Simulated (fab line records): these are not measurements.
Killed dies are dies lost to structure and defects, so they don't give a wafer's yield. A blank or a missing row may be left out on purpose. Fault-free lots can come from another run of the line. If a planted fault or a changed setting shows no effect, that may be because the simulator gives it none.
Chamber matching ; flow nand harc ; 4 sister chambers for NHARC_A_STAIRCASE_ETCHBACK_422 on rie diel-13
The step etches the open film in CH3F/O2, target depth 40 nm, time 74.286 s. 4 wafers are shown with their chamber, then 11 later ones without.

== WAFERS PAIRED WITH THEIR CHAMBERS ==
wafer;chamber;showerhead plenum p Torr (Torr)
L083.6;2;2.41
L085.3;1;2.44
L085.5;3;2.28
L092.2;0;2.64

== WAFERS MISSING THEIR CHAMBER ==
wafer;showerhead plenum p Torr (Torr)
L092.4;2.27
L092.6;2.41
L095.1;2.64
L095.3;2.40
L095.6;2.44
L094.2;2.44
L094.5;2.40
L094.6;2.27
L097.3;2.40
L097.4;2.27
L097.6;2.40

== WHICH CHAMBER EACH ONE RAN IN ==
wafer;from the rows above;in truth
L092.4;3;3
L092.6;2;2
L095.1;0;0
L095.3;2;2
L095.6;1;1
L094.2;1;1
L094.5;2;2
L094.6;3;3
L097.3;2;2
L097.4;3;3
L097.6;2;2
Placed correctly: 11 of 11. From these rows, 0 cannot be placed. 0 placed wrongly.
How it was worked out, from the rows above alone: a wafer's distance from a chamber is the root of the sum, over the readings, of the square of ((its reading less the chamber's mean) divided by the reading's scatter). The wafer belongs to the nearest chamber; if the next one is less than 2 further off, it can't be placed. Each chamber's mean is taken over the wafers shown for it. The scatter: root of mean squared gap, hidden wafer to nearest shown wafer, with one shown wafer a chamber.
